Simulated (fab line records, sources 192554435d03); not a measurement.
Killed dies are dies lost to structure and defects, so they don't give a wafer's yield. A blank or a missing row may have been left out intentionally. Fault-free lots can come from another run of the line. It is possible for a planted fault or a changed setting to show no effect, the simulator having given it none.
Struck lot and sound lot, side by side	flow n5 finfet	15 out of 1938 route steps
Sound: the wafers L848.3, L848.4, L848.6. Struck: wafer L856.4 (L856.2, L856.6, from the same lot, were not struck and are left out); the cause is given at the end.
Order at every step that has rows: each side's tool, ch and its chambers, its first start. Under that, the readings that differ: sound wafers	struck wafers	difference of the means	sigmas: that difference in standard deviations of wafers without a fault.
alike: a reading whose means differ by less than 2 such deviations, as well as words and numbers matching on both sides. not compared: withheld readings; readings where some wafer has no value; bounds like >300 that might hide an equal value; numbers whose values overlap and for which the record gives no deviation.
The two part at a step that has a row with sigmas, a row that says differs or no value, or rows on one side only. Non-overlapping numbers with no deviation appear without sigmas and do not part them. Lack of a reading on every wafer of one side parts them only where that side has two or more wafers.

N5_HKMG_FIN_CD_MEAS_12: target cd 92.8 nm.
  sound on cd sem-01 ch 0, day 5 10:10; struck on cd sem-02 ch 0, day 7 11:26
  alike: cd nm
N5_HKMG_FIN_OVL_MEAS_13:
  sound on overlay-02 ch 0, day 5 10:11; struck on overlay-01 ch 0, day 7 11:28
  alike: NWFM_OVL
N5_HKMG_FIN_INSPECT_14: inspects for defects (macro).
  sound on defect inspect-02, day 5 10:13; struck on defect inspect-01, day 7 11:29
  alike: raw defect count
N5_HKMG_FIN_DESCUM_17: chemistry O2, time 7.9 s.
  sound on rie diel-04 ch 0,3, day 5 10:48; struck on rie diel-02 ch 2, day 7 11:32
reading	sound	struck	difference	sigmas
drypump motor current A (A)	6.4 6.7 6.4	5.2	-1.3	-3
oes product au (a.u.)	0.96 0.70 0.97	0.71	-0.17	-2
  alike: rf vpp V, showerhead plenum p Torr, throttle valve pct
  not compared: rf hours counter h
N5_HKMG_FIN_ETCH_31: etches SiARC in CF4, target depth 45.5 nm, time 75.8 s.
  sound on rie diel-04 ch 0,3, day 5 10:50; struck on rie diel-02 ch 2, day 7 11:34
reading	sound	struck	difference	sigmas
drypump motor current A (A)	6.4 6.7 6.4	5.3	-1.2	-3
oes product au (a.u.)	0.81 0.59 0.81	0.61	-0.13	-2
  alike: etch rf on time s, rf vpp V, showerhead plenum p Torr, throttle valve pct
  not compared: rf hours counter h
N5_HKMG_FIN_ETCH_32: etches SOC in N2/H2, target depth 240 nm, time 300 s.
  sound on rie diel-04 ch 0,3, day 5 10:53; struck on rie diel-02 ch 2, day 7 11:37
reading	sound	struck	difference	sigmas
drypump motor current A (A)	6.4 6.7 6.4	5.2	-1.3	-3
oes product au (a.u.)	0.95 0.69 0.95	0.71	-0.15	-2
  alike: rf vpp V, showerhead plenum p Torr, throttle valve pct
  not compared: rf hours counter h
then, 1 step without rows for these wafers: N5_HKMG_FIN_STRIP_33 (strips in N2/H2).
N5_HKMG_FIN_STRIP_34: strips in CF4.
  sound on rie diel-04 ch 0,3, day 5 11:05; struck on rie diel-02 ch 2, day 7 11:49
reading	sound	struck	difference	sigmas
drypump motor current A (A)	6.4 6.7 6.4	5.2	-1.3	-3
oes product au (a.u.)	0.93 0.69 0.93	0.70	-0.15	-2
  alike: rf vpp V, showerhead plenum p Torr, throttle valve pct
  not compared: rf hours counter h
N5_HKMG_FIN_ETCH_35: etches SOC in N2/H2, target depth 215.8 nm, time 243.4 s.
  sound on rie diel-04 ch 0,3, day 5 11:06; struck on rie diel-02 ch 2, day 7 11:50
reading	sound	struck	difference	sigmas
drypump motor current A (A)	6.4 6.7 6.4	5.3	-1.2	-3
oes product au (a.u.)	0.95 0.69 0.95	0.70	-0.16	-2
  alike: rf vpp V, showerhead plenum p Torr, throttle valve pct
  not compared: rf hours counter h
then, 3 steps without rows for these wafers: N5_HKMG_FIN_STRIP_92 (strips SOC in N2/H2, time 20 s); N5_HKMG_FIN_WET_ETCH_18 (etches TiN in SC1, time 55 s, target depth 5.2 nm, rinse time 30 s); N5_HKMG_FIN_STRIP_19 (strips in N2/H2, time 360 s).
N5_HKMG_FIN_ALD_91: deposits TiN, target thk 1 nm, pulse time 1 s, purge time 3 s.
  sound on ald metal-02 ch 2,3, day 5 11:47; struck on ald metal-02 ch 0, day 7 12:31
reading	sound	struck	difference	sigmas
ald cycles	47 47 47	39	-8	
  alike: chamber pressure Torr, heater power w, precursor pulse height rel
then, 1 step without rows for these wafers: N5_HKMG_FIN_COAT_85 (time 60 s, resist thk 300 nm).
-- here the record skips 8 days between the struck wafers' starts before and after, leaving off in module HKMG_FIN and picking up in module PASSIVATION (first step shown: number 1936 of the route) --
N5_PASSIVATION_PROBE_49:
  only the struck wafers here have rows in the record (prober-01, day 15 17:31); the sound ones have none

== WHERE THEY PART ==
At N5_HKMG_FIN_DESCUM_17 first; at N5_PASSIVATION_PROBE_49 last (within this record only).

WHY: the cause the simulator had injected
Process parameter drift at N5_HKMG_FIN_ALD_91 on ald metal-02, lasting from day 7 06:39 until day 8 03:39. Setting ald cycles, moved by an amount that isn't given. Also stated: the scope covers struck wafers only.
